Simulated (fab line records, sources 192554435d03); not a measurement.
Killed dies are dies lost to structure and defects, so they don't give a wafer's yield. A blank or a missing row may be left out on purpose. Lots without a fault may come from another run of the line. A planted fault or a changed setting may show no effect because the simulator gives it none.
A struck lot beside a sound one | flow n5_finfet | 24 steps out of a route of 1938
Sound: wafers L872.2, L872.4, L872.6. Struck: wafers L866.1, L866.5, L866.6. The cause comes at the end.
At each step with rows: each side's tool, then ch and its chambers, then its first start. Under that, the readings that differ: sound wafers | struck wafers | difference of the means | sigmas: that difference in standard deviations of wafers without a fault.
alike: readings whose means differ by less than 2 such deviations, and words and numbers that are the same on both sides. not compared: withheld readings, readings that some wafer has no value for, bounds like >300 that may hide the same value, and numbers for which the record gives no deviation and whose values overlap.
The two part at a step that has a row with sigmas, a row that says differs or no value, or rows on one side only. Numbers that don't overlap but have no deviation are shown without sigmas and don't part them. A reading that every wafer of one side lacks parts them only if that side has two wafers or more.

first, 11 steps without rows for these wafers: N5_HKMG_FIN_WET_ETCH_78 (etches Al2O3 in dNH4OH, stops on La2O3, target depth 4.5 nm, rinse time 30 s); N5_HKMG_FIN_ALD_79 (deposits TiN, target thk 1.5 nm, pulse time 1 s, purge time 3 s); N5_HKMG_FIN_CVD_62 (deposits a-Si from Si2H6, target thk 3 nm, time 20.8 s); N5_HKMG_FIN_RTA_80 (time 2 s); N5_HKMG_FIN_PRECLEAN_64 (cleans in dHF, time 30 s); N5_HKMG_FIN_WET_ETCH_65 (etches a-Si in TMAH, stops on TiN, time 49 s, target depth 3 nm); N5_HKMG_FIN_WET_ETCH_81 (etches TiN in SC1, stops on HfO2, time 57 s, target depth 6 nm); N5_HKMG_FIN_WET_ETCH_82 (etches La2O3 in dHCl, stops on HfO2, target depth 2 nm, rinse time 30 s); N5_HKMG_FIN_ALD_36 (deposits TiN, target thk 1 nm, pulse time 1 s, purge time 3 s); N5_HKMG_FIN_PWFM_ALD_03 (deposits TiN, target thk 2 nm, pulse time 1 s, purge time 3 s); N5_HKMG_FIN_COAT_29 (time 60 s, resist thk 300 nm).
N5_HKMG_FIN_COAT_30: time 60 s, resist thk 35 nm.
  sound on litho_track-05 ch 0, day 9 04:04; struck on litho_track-01 ch 0, day 7 16:16
  reading                                     | sound                | struck               | difference | sigmas
  spin_speed_rpm (rpm)                        | 1499.3 1498.4 1498.9 | 1615.4 1614.0 1613.6 | +115.5     | +99 or more
  model.SiARC_of_HKMG_FIN_COAT_30.thk_nm (nm) | 35.2 35.2 35.2       | 34 34 34             | -1         |
  alike: resist_line_temp_C
then, 7 steps without rows for these wafers: N5_HKMG_FIN_COAT_06 (resist thk 90 nm); N5_HKMG_FIN_EBR_08; N5_HKMG_FIN_SOFTBAKE_07 (time 60 s); N5_HKMG_FIN_EXPOSE_09 (exposes mask NWFM); N5_HKMG_FIN_PEB_10 (peb time 60 s); N5_HKMG_FIN_DEVELOP_11 (develop time 30 s); N5_HKMG_FIN_DESCUM_17 (chemistry O2, time 7.9 s).
N5_HKMG_FIN_ETCH_31: etches SiARC in CF4, target depth 45.5 nm, time 75.8 s.
  sound on rie_diel-06 ch 0,2,3, day 9 04:25; struck on rie_diel-06 ch 0,1,3, day 7 16:46
  reading                                       | sound             | struck           | difference | sigmas
  model.etch.depth_nm (nm)                      | 35.16 35.15 35.18 | 33.9 33.95 33.99 | -1.2       |
  model.CAR-ArF_of_HKMG_FIN_COAT_06.thk_nm (nm) | 50.6 50.6 50.4    | 52 52.2 52       | +2         |
  alike: drypump_motor_current_A, etch_rf_on_time_s, oes_product_au, rf_vpp_V, showerhead_plenum_p_Torr, throttle_valve_pct
  not compared: rf_hours_counter_h
N5_HKMG_FIN_ETCH_32: etches SOC in N2/H2, target depth 240 nm, time 300 s.
  sound on rie_diel-06 ch 0,2,3, day 9 04:29; struck on rie_diel-06 ch 0,1,3, day 7 16:49
  alike: drypump_motor_current_A, oes_product_au, rf_vpp_V, showerhead_plenum_p_Torr, throttle_valve_pct
  not compared: rf_hours_counter_h, model.SiARC_of_HKMG_FIN_COAT_30.thk_nm
then, 1 step without rows for these wafers: N5_HKMG_FIN_STRIP_33 (strips in N2/H2).
-- the record jumps here: 4 days lie between the struck wafers' starts before and after (it left off in module HKMG_FIN and takes up again in module BEOL_M4, whose first step shown is number 1111 of the route) --
N5_BEOL_M4_RC_MEAS_101:
  sound on prober-02 ch 0, day 13 03:19; struck on prober-02 ch 0, day 11 22:41
  reading       | sound          | struck         | difference | sigmas
  ION_P (uA/um) | 473 479 472    | 453 459 448    | -21        | -2
  VT_P (mV)     | -244 -244 -243 | -253 -253 -252 | -9         | -2
  alike: DIBL_N, DIBL_P, IOFF_N, IOFF_P, ION_N, SS_N, SS_P, VT_N
N5_PASSIVATION_PROBE_49:
  the record has rows for the sound wafers here (prober-02, day 17 12:04) and none for the struck ones

WHERE THEY PART
First at N5_HKMG_FIN_COAT_30; last, within this record, at N5_PASSIVATION_PROBE_49.

WHY: what the simulator had put in
Process parameter drift: litho_track-01, from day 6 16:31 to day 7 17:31, at N5_HKMG_FIN_COAT_30. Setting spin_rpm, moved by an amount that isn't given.
